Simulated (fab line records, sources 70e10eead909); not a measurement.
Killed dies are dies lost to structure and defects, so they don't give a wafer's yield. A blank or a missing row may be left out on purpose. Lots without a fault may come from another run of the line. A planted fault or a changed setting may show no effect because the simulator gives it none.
Which tool did it? | flow nand_harc | 12 lots, 36 wafers sampled, at 1 step of a route of 1302

WHAT THE GAUGES READ, wafer by wafer
NHARC_A_M0_INSPECT_11.
lot  | measured     | on                | raw_defect_count
L076 | day 23 04:56 | defect_inspect-01 | 168 157 128
L078 | day 23 21:13 | defect_inspect-02 | 22 20 14
L079 | day 24 19:22 | defect_inspect-01 | 120 124 118
L082 | day 25 19:44 | defect_inspect-02 | 78 81 77
L083 | day 26 05:40 | defect_inspect-01 | 79 92 78
L085 | day 27 10:01 | defect_inspect-01 | 52 39 36
L087 | day 28 02:02 | defect_inspect-01 | 105 103 98
L088 | day 28 16:24 | defect_inspect-01 | 194 143 142
L090 | day 30 02:39 | defect_inspect-01 | 68 60 73
L093 | day 30 13:52 | defect_inspect-01 | 112 117 164
L096 | day 31 19:56 | defect_inspect-02 | 82 91 83
L097 | day 32 14:49 | defect_inspect-01 | 73 73 68

WHICH TOOL RAN EACH LOT (tool, then ch and the chambers of the sampled wafers, then the start)
The record holds no process step before these readings.

THE ANSWER, worked out from the rows above alone
Rule: what is usual is taken from the lots themselves. Put in order of their means at a reading, lots are off if they are a third of the lots or fewer, leave a main group of 4 or more, and stand apart from it by a gap of 3 or more times the standard deviation of the main group's means; of several such gaps the widest counts. A main group whose means are all the same, to the digits that the tables above print for the reading, isn't used. A lot without any number at a reading at which 4 lots or more have one is off too. The other lots that the step has rows for count as sound.
No lot is off at any reading shown: from this, nothing can be told.

WHAT THE SIMULATOR HAD PUT IN
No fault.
